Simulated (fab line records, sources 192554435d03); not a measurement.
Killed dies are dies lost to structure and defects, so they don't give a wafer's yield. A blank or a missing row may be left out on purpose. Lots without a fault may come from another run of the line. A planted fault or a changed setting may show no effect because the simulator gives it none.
fab line records | flow n5_finfet
record lots=10 wafers=30 last_day=17
route steps=1938 shown BEOL_M4@1111 BEOL_M15@1819 MIM_TOP@1837 PASSIVATION@1936
lots that met no fault: from a run of the same line without faults
start_h: hours from the record's first day to the start of the lot's first wafer shown | wait_h: hours since the lot's step before | " the same as in the row above | L1.1+2: a row that stands for several wafers | - no value, or no start given | * or withheld: withheld | < > ~ a bound
route shown NAME@n: a module of which the file shows steps, and the number in the route of the first | usual: mean/standard deviation of fault-free wafers | same: alike in all rows | chamber/n: place in a boat | sites: the reading at each site | _std_site: their standard deviation | _edge_site: outer sites' mean less inner sites' | radius_mm: how far each site lies from the wafer's centre | mask NAME#n: copy n | behind: the tool/chamber that last shaped the wafer | hold: why the lot was held/for how many hours/how that ended | device: the transistor (n, p or np) that didn't switch | end of line: the same wafers' tests at the end of the route | a step without rows: its recipe alone | killed: dies lost to structure and defects at the first sort, not the wafer's yield | map: a wafer's dies, x killed, . not, _ none there
set.NAME: the setting as run; set.NAME@STEP: as run at that earlier step | model.NAME: the simulator's own value behind a step, which no gauge read
steps of the route over a sample of lots; a table a step, a row a wafer
services: from which hour (start_h, from the record's first day; less than 0 if before it) a tool's chamber was out of use, for how many hours, and why
## steps
# step N5_BEOL_M4_RC_MEAS_101
# usual DIBL_N=36.8/2.1 DIBL_P=37.1/2.2 IOFF_N=0.18/0.037 IOFF_P=0.23/0.041 ION_N=682/13 ION_P=467/8.6 SS_N=71.7/0.61 SS_P=73.5/0.6 VT_N=248/3.4 VT_P=-249/3.5
# columns lot.wafer tool chamber start_h wait_h DIBL_N[mV/V] DIBL_P[mV/V] IOFF_N[nA/um] IOFF_P[nA/um] ION_N[uA/um] ION_P[uA/um] SS_N[mV/dec] SS_P[mV/dec] VT_N[mV] VT_P[mV]
L759.1 prober-02 0 182.35 0.0 36.5 36.6 0.16 0.21 678 466 71.6 73.2 245 -252
L759.4 " 0 " " 36.7 36.8 0.17 0.21 674 460 71.4 73.2 249 -250
L759.6 " 0 " " 35.4 34.2 0.14 0.17 673 455 70.7 72.6 251 -252
L758.1 prober-01 0 182.89 0.0 33.7 35.1 0.12 0.17 662 457 70.5 72.7 252 -252
L758.2 " 0 " " 32.8 33.8 0.10 0.15 649 440 70.6 72.9 257 -256
L758.4 " 0 " " 34.0 34.8 0.12 0.16 662 452 70.7 72.3 253 -257
L760.1 prober-02 0 188.83 0.0 32.2 32.8 0.13 0.18 668 461 70.8 72.8 250 -250
L760.3 " 0 " " 32.3 32.7 0.13 0.18 678 466 70.5 72.8 253 -249
L760.5 " 0 " " 34.1 34.5 0.16 0.21 683 470 71.5 73.6 248 -250
L761.3 prober-01 0 200.56 0.3 41.3 39.9 0.26 0.28 677 464 73.4 75.0 244 -247
L761.4 " 0 " " 43.3 42.7 0.29 0.34 697 470 73.4 75.1 242 -244
L761.6 " 0 " " 42.2 40.4 0.26 0.28 691 465 72.7 74.4 244 -250
L762.1 prober-01 0 205.60 0.0 37.9 37.5 0.18 0.21 657 445 72.1 73.3 250 -250
L762.2 " 0 " " 37.7 38.5 0.18 0.22 675 456 71.6 73.6 247 -253
L762.6 " 0 " " 36.2 37.0 0.14 0.19 659 449 71.4 72.8 253 -251
L763.3 prober-02 0 208.32 0.3 37.2 37.9 0.22 0.30 689 476 71.4 74.1 240 -243
L763.5 " 0 " " 38.1 38.0 0.22 0.31 677 473 72.2 73.8 242 -241
L763.6 " 0 " " 37.9 38.0 0.22 0.30 686 475 72.5 73.9 241 -246
L770.1 prober-01 0 258.75 0.0 37.0 38.9 0.18 0.23 699 478 72.2 72.7 248 -246
L770.4 " 0 " " 39.0 41.8 0.23 0.29 709 483 72.1 74.3 243 -248
L770.5 " 0 " " 37.1 39.0 0.18 0.24 698 474 72.0 73.5 247 -246
L771.1 prober-02 0 261.03 0.0 36.6 37.9 0.17 0.22 674 456 72.2 73.4 246 -251
L771.2 " 0 " " 36.9 39.6 0.19 0.25 692 473 71.8 74.1 243 -247
L771.6 " 0 " " 35.4 36.9 0.15 0.20 673 465 71.9 74.0 248 -251
L776.3 prober-02 0 294.77 0.3 38.5 39.1 0.22 0.26 699 473 71.3 75.0 245 -248
L776.5 " 0 " " 34.8 34.6 0.14 0.18 669 467 70.4 73.3 253 -249
L776.6 " 0 " " 36.3 36.2 0.18 0.21 696 472 70.7 73.9 247 -251
L778.1 prober-01 0 296.41 0.0 35.1 37.3 0.16 0.20 677 466 70.8 72.6 249 -250
L778.4 " 0 " " 35.8 37.5 0.16 0.20 684 464 71.4 73.9 250 -250
L778.5 " 0 " " 37.7 41.0 0.22 0.26 690 468 71.8 74.3 247 -248
# step N5_BEOL_M15_SPUTTER_43
# recipe material=TaN target_thk_a=150 temp_c=50 bias_v=168.6 power_w=15000 chamber_pressure_pa=0.12 time_s=24.19
# usual cathode_dc_power_W=15000/2.7 throttle_valve_pct=30.1/0.97
# columns lot.wafer tool chamber start_h wait_h cathode_dc_power_W throttle_valve_pct
L758.1 pvd_sputter-01 - 264.43 0.0 14999 33.2
L758.2 " - " " 14996 30.2
L758.4 " - " " 15001 30.6
L759.1 pvd_sputter-02 - 268.72 0.0 15002 28.9
L759.4 " - " " 15004 29.1
L759.6 " - " " 14999 29.1
L760.1 pvd_sputter-03 - 276.77 0.0 15002 30.3
L760.3 " - " " 15004 29.6
L760.5 " - " " 15002 30.2
L761.3 pvd_sputter-02 - 290.57 0.0 14997 29.4
L761.4 " - " " 14997 30.4
L761.6 " - " " 14998 28.8
L762.1 pvd_sputter-02 - 296.00 0.0 15001 30.2
L762.2 " - " " 15001 30.0
L762.6 " - " " 15006 30.2
L763.3 pvd_sputter-01 - 303.38 0.0 15002 33.1
L763.5 " - " " 15004 30.5
L763.6 " - " " 15001 30.5
L771.1 pvd_sputter-02 - 348.43 0.0 15001 29.4
L771.2 " - " " 15001 30.1
L771.6 " - " " 15002 30.1
L770.1 pvd_sputter-03 - 348.76 0.0 14997 30.3
L770.4 " - " " 15001 30.0
L770.5 " - " " 15003 30.3
L776.3 pvd_sputter-01 - 379.25 0.0 15001 30.3
L776.5 " - " " 14999 31.1
L776.6 " - " " 15003 30.3
L778.1 pvd_sputter-01 - 394.83 0.0 14999 30.7
L778.4 " - " " 15005 33.2
L778.5 " - " " 15001 30.5
# step N5_BEOL_M15_INSPECT_55
# recipe inspect_instrument=darkfield mode=post_dep
# usual raw_defect_count=68/23
# columns lot.wafer tool chamber start_h wait_h raw_defect_count
L758.1 defect_inspect-02 - 265.89 0.0 79
L758.2 " - " " 86
L758.4 " - " " 54
L759.1 defect_inspect-01 - 270.10 0.0 83
L759.4 " - " " 102
L759.6 " - " " 75
L760.1 defect_inspect-02 - 278.04 0.0 104
L760.3 " - " " 91
L760.5 " - " " 68
L761.3 defect_inspect-01 - 291.84 0.0 39
L761.4 " - " " 67
L761.6 " - " " 68
L762.1 defect_inspect-02 - 298.08 0.0 105
L762.2 " - " " 91
L762.6 " - " " 96
L763.3 defect_inspect-01 - 304.64 0.0 30
L763.5 " - " " 90
L763.6 " - " " 53
L771.1 defect_inspect-02 - 349.70 0.0 60
L771.2 " - " " 71
L771.6 " - " " 63
L770.1 defect_inspect-01 - 350.02 0.0 86
L770.4 " - " " 46
L770.5 " - " " 73
L776.3 defect_inspect-01 - 380.52 0.0 74
L776.5 " - " " 65
L776.6 " - " " 89
L778.1 defect_inspect-01 - 396.80 0.0 87
L778.4 " - " " 45
L778.5 " - " " 38
# step N5_MIM_TOP_DEGAS_04
# recipe ambient=vacuum temp_c=300 time_s=60
# usual heater_power_w=469/50
# columns lot.wafer tool chamber start_h wait_h heater_power_w
L758.1 pvd_sputter-03 - 268.49 - 431
L758.2 " - " " 405
L758.4 " - " " 492
L759.1 pvd_sputter-01 - 273.20 - 580
L759.4 " - " " 446
L759.6 " - " " 459
L760.1 pvd_sputter-01 - 281.64 - 462
L760.3 " - " " 566
L760.5 " - " " 563
L761.3 pvd_sputter-01 - 296.02 - 453
L761.4 " - " " 525
L761.6 " - " " 525
L762.1 pvd_sputter-03 - 301.32 - 403
L762.2 " - " " 428
L762.6 " - " " 416
L763.3 pvd_sputter-03 - 307.14 - 422
L763.5 " - " " 420
L763.6 " - " " 410
L770.1 pvd_sputter-02 - 354.69 - 491
L770.4 " - " " 525
L770.5 " - " " 437
L771.1 pvd_sputter-02 - 354.91 - 440
L771.2 " - " " 489
L771.6 " - " " 436
L776.3 pvd_sputter-03 - 384.25 - 401
L776.5 " - " " 407
L776.6 " - " " 492
L778.1 pvd_sputter-03 - 399.75 - 436
L778.4 " - " " 419
L778.5 " - " " 432
# step N5_MIM_TOP_SPUTTER_03
# recipe material=TiN target_thk_a=350 temp_c=200 power_w=3000 chamber_pressure_pa=0.49996 gas=Ar reactive_partial_pa=0.37997 time_s=89.7
# usual cathode_dc_power_W=3000.0/0.53 throttle_valve_pct=30.2/1
# columns lot.wafer tool chamber start_h wait_h cathode_dc_power_W throttle_valve_pct
L758.1 pvd_sputter-03 - 268.53 0.0 3000.7 30.4
L758.2 " - " " 2999.7 30.2
L758.4 " - " " 3000.4 29.4
L759.1 pvd_sputter-01 - 273.24 0.0 3000.9 30.7
L759.4 " - " " 2999.9 30.9
L759.6 " - " " 3000.7 33.2
L760.1 pvd_sputter-01 - 281.68 0.0 2999.1 33.0
L760.3 " - " " 3000.2 30.8
L760.5 " - " " 2999.6 30.5
L761.3 pvd_sputter-01 - 296.06 0.0 3000.3 33.0
L761.4 " - " " 3000.5 30.3
L761.6 " - " " 3000.2 30.4
L762.1 pvd_sputter-03 - 301.36 0.0 2999.8 30.4
L762.2 " - " " 3000.2 29.5
L762.6 " - " " 3000.1 29.6
L763.3 pvd_sputter-03 - 307.18 0.0 3000.1 29.8
L763.5 " - " " 2999.9 30.0
L763.6 " - " " 3427.9 30.0
L770.1 pvd_sputter-02 - 354.73 0.0 2999.0 30.1
L770.4 " - " " 3000.0 30.1
L770.5 " - " " 2999.3 29.1
L771.1 pvd_sputter-02 - 354.95 0.0 2999.0 29.1
L771.2 " - " " 3000.2 29.8
L771.6 " - " " 2999.4 29.1
L776.3 pvd_sputter-03 - 384.29 0.0 3000.2 30.3
L776.5 " - " " 2999.9 30.0
L776.6 " - " " 2999.6 28.9
L778.1 pvd_sputter-03 - 399.79 0.0 2999.8 30.4
L778.4 " - " " 3000.2 30.0
L778.5 " - " " 2999.6 29.8
# step N5_PASSIVATION_PROBE_49
# usual defect_limited_yield=91.0/1.4 killed_at_M0_to_M3=35/10 killed_at_M4_up=13/6 killed_at_contacts=13/6.4 killed_at_front_end=42/12 killed_at_other=3.2/2.4 killed_dies=107/17 killed_on_rim=15/4.1 killed_open=69/13 killed_short=33/7.3 sort_bin_4_leakage=0.00/0.022 sort_bin_5_function=5.3/0.92 sort_bin_6_memory=3.3/0.66 sort_bin_8_speed=0.00/0.035 sort_n_pass=1073/17 sort_yield_pct=90.9/1.4
# same gross_dies=1180 killed_at_back_side=0
# columns lot.wafer tool chamber start_h wait_h defect_limited_yield[%] killed_at_M0_to_M3 killed_at_M4_up killed_at_contacts killed_at_front_end killed_at_other killed_dies killed_on_rim killed_open killed_short sort_bin_4_leakage[%] sort_bin_5_function[%] sort_bin_6_memory[%] sort_bin_8_speed[%] sort_n_pass sort_yield_pct[%]
L761.3 prober-02 - 309.04 0.1 90.8 38 9 12 45 5 109 14 68 31 0 5.6 3.5 0 1071 90.8
L761.4 prober-02 - 309.09 0.2 91.3 42 10 11 36 4 103 17 74 17 0.17 5.3 2.5 0 1075 91.1
L761.6 prober-02 - 309.19 0.3 90.2 51 8 7 42 8 116 17 73 37 0 6.4 3.1 0 1064 90.2
L762.1 prober-01 - 312.41 0.0 89.7 36 17 8 56 5 122 20 65 47 0 5.3 4.1 0 1058 89.7
L762.2 prober-01 - 312.46 0.1 89.8 39 24 8 48 1 120 17 71 42 0 5.8 3.7 0 1060 89.8
L762.6 prober-01 - 312.66 0.3 89.7 34 14 17 50 6 121 16 66 45 0 5.9 3.6 0 1059 89.7
L763.3 prober-02 - 317.78 0.1 89.0 46 12 10 57 5 130 21 81 35 0 6.2 4.1 0 1050 89.0
L763.5 prober-02 - 317.88 0.2 92.3 41 7 9 32 2 91 12 46 41 0 4.0 3.2 0 1089 92.3
L763.6 prober-02 - 317.93 0.3 2.1 29 15 6 31 1074 1155 134 47 25 0 4.6 2.3 0 25 2.1
L771.1 prober-01 - 366.99 0.0 90.5 26 17 7 58 4 112 12 75 34 0 6.6 2.5 0 1068 90.5
L771.2 prober-01 - 367.04 0.1 90.2 21 24 13 57 1 116 17 78 35 0 5.8 3.9 0 1064 90.2
L771.6 prober-01 - 367.24 0.3 89.1 36 14 12 64 3 129 18 87 31 0 5.8 4.4 0 1051 89.1
L770.1 prober-02 - 368.96 0.0 88.7 67 22 10 33 1 133 21 83 44 0 6.7 4.2 0 1047 88.7
L770.4 prober-02 - 369.11 0.2 94.1 22 7 10 25 6 70 6 39 28 0 3.7 1.9 0 1110 94.1
L770.5 prober-02 - 369.16 0.2 92.7 35 10 13 24 4 86 5 46 33 0 4.7 2.3 0 1094 92.7
L776.3 prober-01 - 398.37 0.1 90.6 52 8 10 37 4 111 19 70 39 0 5.6 3.4 0 1069 90.6
L776.5 prober-01 - 398.47 0.2 93.1 31 15 10 18 7 81 15 50 31 0 3.6 2.8 0 1099 93.1
L776.6 prober-01 - 398.52 0.3 89.7 49 16 8 44 4 121 22 90 26 0 5.5 4.4 0 1059 89.7
# killed by level:class
L761.3 STI_FIN_REVEAL:geometric_particle:open=16 MOL_CONTACT_COAG:geometric_particle:open=9 FIN_SAQP:geometric_particle:open=8 BEOL_M2:geometric_particle:open=8 FIN_SAQP:geometric_particle:short=6 BEOL_M1:geometric_particle:open=5 BEOL_M2:geometric_particle:short=5 GATE_CUT:geometric_particle:open=4
L761.4 STI_FIN_REVEAL:geometric_particle:open=11 MOL_CONTACT_COAG:geometric_particle:open=10 BEOL_M1:geometric_particle:open=10 BEOL_M0_SAQP:geometric_particle:open=9 HKMG_FIN:area_etch=9 FIN_SAQP:geometric_particle:open=5 BEOL_M0_SAQP:geometric_particle:short=5 BEOL_M0:geometric_particle:open=5
L761.6 BEOL_M0_SAQP:geometric_particle:open=17 FIN_SAQP:geometric_particle:open=12 BEOL_M3:geometric_particle:open=9 BEOL_M1:geometric_particle:open=9 FIN_SAQP:geometric_particle:short=7 MOL_CONTACT_COAG:geometric_particle:open=6 BEOL_M3:geometric_particle:short=6 BEOL_M0_SAQP:geometric_particle:short=5
L762.1 FIN_SAQP:geometric_particle:open=17 FIN_SAQP:geometric_particle:short=15 BEOL_M3:geometric_particle:open=13 BEOL_M0_SAQP:geometric_particle:short=9 MOL_CONTACT_COAG:geometric_particle:open=7 STARTING-WAFER:geometric_particle:short=6 BEOL_M3:geometric_particle:short=5 BEOL_M4:geometric_particle:open=5
L762.2 FIN_SAQP:geometric_particle:open=10 BEOL_M0_SAQP:geometric_particle:short=10 BEOL_M3:geometric_particle:open=9 FIN_SAQP:geometric_particle:short=8 BEOL_M4:geometric_particle:open=8 BEOL_M0_SAQP:geometric_particle:open=6 BEOL_M3:geometric_particle:short=6 STI_FIN_REVEAL:geometric_particle:open=5
L762.6 FIN_SAQP:geometric_particle:open=13 BEOL_M3:geometric_particle:open=11 FIN_SAQP:geometric_particle:short=10 MOL_CONTACT_COAG:geometric_particle:open=10 STARTING-WAFER:geometric_particle:short=5 GATE_CUT:geometric_particle:short=5 MOL_CONTACT_COAG:geometric_particle:short=5 BEOL_M0_SAQP:geometric_particle:short=4
L763.3 STI_FIN_REVEAL:geometric_particle:open=20 BEOL_M0_SAQP:geometric_particle:open=13 BEOL_M0_SAQP:geometric_particle:short=10 BEOL_M2:geometric_particle:open=9 MOL_CONTACT_COAG:geometric_particle:open=9 DUMMY_GATE:geometric_particle:open=8 FIN_SAQP:geometric_particle:open=7 HKMG_FIN:area_etch=6
L763.5 BEOL_M0_SAQP:geometric_particle:short=14 STI_FIN_REVEAL:geometric_particle:open=10 BEOL_M0_SAQP:geometric_particle:open=7 BEOL_M1:geometric_particle:open=7 MOL_CONTACT_COAG:geometric_particle:open=6 BEOL_M2:geometric_particle:open=6 STARTING-WAFER:geometric_particle:short=6 GATE_CUT:geometric_particle:short=3
L763.6 MIM_TOP:area_sputter=1070 BEOL_M2:geometric_particle:open=7 DUMMY_GATE:geometric_particle:open=5 MOL_CONTACT_COAG:geometric_particle:open=5 BEOL_M0_SAQP:geometric_particle:open=4 BEOL_M0_SAQP:geometric_particle:short=4 BEOL_M4:geometric_particle:open=4 STARTING-WAFER:geometric_particle:open=4
L771.1 FIN_SAQP:geometric_particle:open=21 FIN_SAQP:geometric_particle:short=10 STI_FIN_REVEAL:geometric_particle:open=8 GATE_CUT:geometric_particle:short=7 BEOL_M4:geometric_particle:open=7 BEOL_M0_SAQP:geometric_particle:open=6 BEOL_M0_SAQP:geometric_particle:short=6 MOL_CONTACT_COAG:geometric_particle:open=5
L771.2 BEOL_M4:geometric_particle:open=17 FIN_SAQP:geometric_particle:short=14 FIN_SAQP:geometric_particle:open=11 MOL_CONTACT_COAG:geometric_particle:open=10 STI_FIN_REVEAL:geometric_particle:open=10 GATE_CUT:geometric_particle:short=7 BEOL_M0_SAQP:geometric_particle:open=6 BEOL_M0_SAQP:geometric_particle:short=5
L771.6 FIN_SAQP:geometric_particle:open=29 MOL_CONTACT_COAG:geometric_particle:open=11 BEOL_M0_SAQP:geometric_particle:short=10 BEOL_M4:geometric_particle:open=9 STI_FIN_REVEAL:geometric_particle:open=8 FIN_SAQP:geometric_particle:short=7 BEOL_M0_SAQP:geometric_particle:open=6 BEOL_M3:geometric_particle:open=6
L770.1 BEOL_M0_SAQP:geometric_particle:open=18 BEOL_M0_SAQP:geometric_particle:short=17 BEOL_M3:geometric_particle:open=11 BEOL_M4:geometric_particle:open=10 FIN_SAQP:geometric_particle:short=9 DUMMY_GATE:geometric_particle:open=8 MOL_CONTACT_COAG:geometric_particle:open=8 BEOL_M1:geometric_particle:open=7
L770.4 BEOL_M0_SAQP:geometric_particle:short=8 FIN_SAQP:geometric_particle:open=6 FIN_SAQP:geometric_particle:short=6 MOL_CONTACT_COAG:geometric_particle:open=6 BEOL_M1:geometric_particle:open=5 MIM_TOP_ETCH:geometric_particle:open=4 BEOL_M0_SAQP:geometric_particle:open=3 BEOL_M3:geometric_particle:open=3
L770.5 MOL_CONTACT_COAG:geometric_particle:open=10 BEOL_M0_SAQP:geometric_particle:short=9 BEOL_M0_SAQP:geometric_particle:open=9 FIN_SAQP:geometric_particle:short=6 BEOL_M1:geometric_particle:open=5 BEOL_M3:geometric_particle:open=4 DUMMY_GATE:geometric_particle:open=3 MOL_CONTACT_COAG:geometric_particle:short=3
L776.3 BEOL_M2:geometric_particle:open=17 FIN_SAQP:geometric_particle:short=10 BEOL_M0_SAQP:geometric_particle:open=9 STI_FIN_REVEAL:geometric_particle:open=9 BEOL_M1:geometric_particle:open=9 MOL_CONTACT_COAG:geometric_particle:open=7 BEOL_M1:geometric_particle:short=6 BEOL_M2:geometric_particle:short=6
L776.5 BEOL_M1:geometric_particle:open=11 MOL_CONTACT_COAG:geometric_particle:open=10 BEOL_M2:geometric_particle:open=6 BEOL_M4:geometric_particle:short=6 BEOL_M3:geometric_particle:open=5 BEOL_M0_SAQP:geometric_particle:short=4 FIN_SAQP:geometric_particle:short=3 DUMMY_GATE:geometric_particle:short=3
L776.6 BEOL_M1:geometric_particle:open=18 BEOL_M2:geometric_particle:open=16 STI_FIN_REVEAL:geometric_particle:open=14 FIN_SAQP:geometric_particle:open=7 MOL_CONTACT_COAG:geometric_particle:open=7 BEOL_M0_SAQP:geometric_particle:open=5 FIN_SAQP:geometric_particle:short=4 DUMMY_GATE:geometric_particle:open=4
## services
# columns tool chamber start_h hours kind
pvd_sputter-01 - 391.65 2.4 repair
## key
first_sign step=N5_MIM_TOP_SPUTTER_03 reading=cathode_dc_power_W direction=up sigmas=99+ usual=* struck=*
effect step=N5_PASSIVATION_PROBE_49 reading=killed_at_other direction=up sigmas=99+ usual=3.2 struck=1074
more_kills_born_at N5_MIM_TOP_SPUTTER_03@pvd_sputter-03=1070
met_at N5_MIM_TOP_SPUTTER_03
struck_lots L763
struck_wafers L763.6
later_rows_left_out L763.6
not_acting_at N5_BEOL_M15_SPUTTER_43,N5_BEOL_M15_INSPECT_55,N5_MIM_TOP_DEGAS_04
onset_between 301.36 307.18
fault kind=process_parameter_drift tool=pvd_sputter-03 chamber=- onset_h=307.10 steps=N5_MIM_TOP_SPUTTER_03 channel=power_w offset=* shape=step end_h=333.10 acts_in=* stated=* scope=struck_wafers_only
# later_rows_left_out: the simulator's readings of these wafers behind a module that went badly wrong aren't trusted and aren't shown, but for the sort
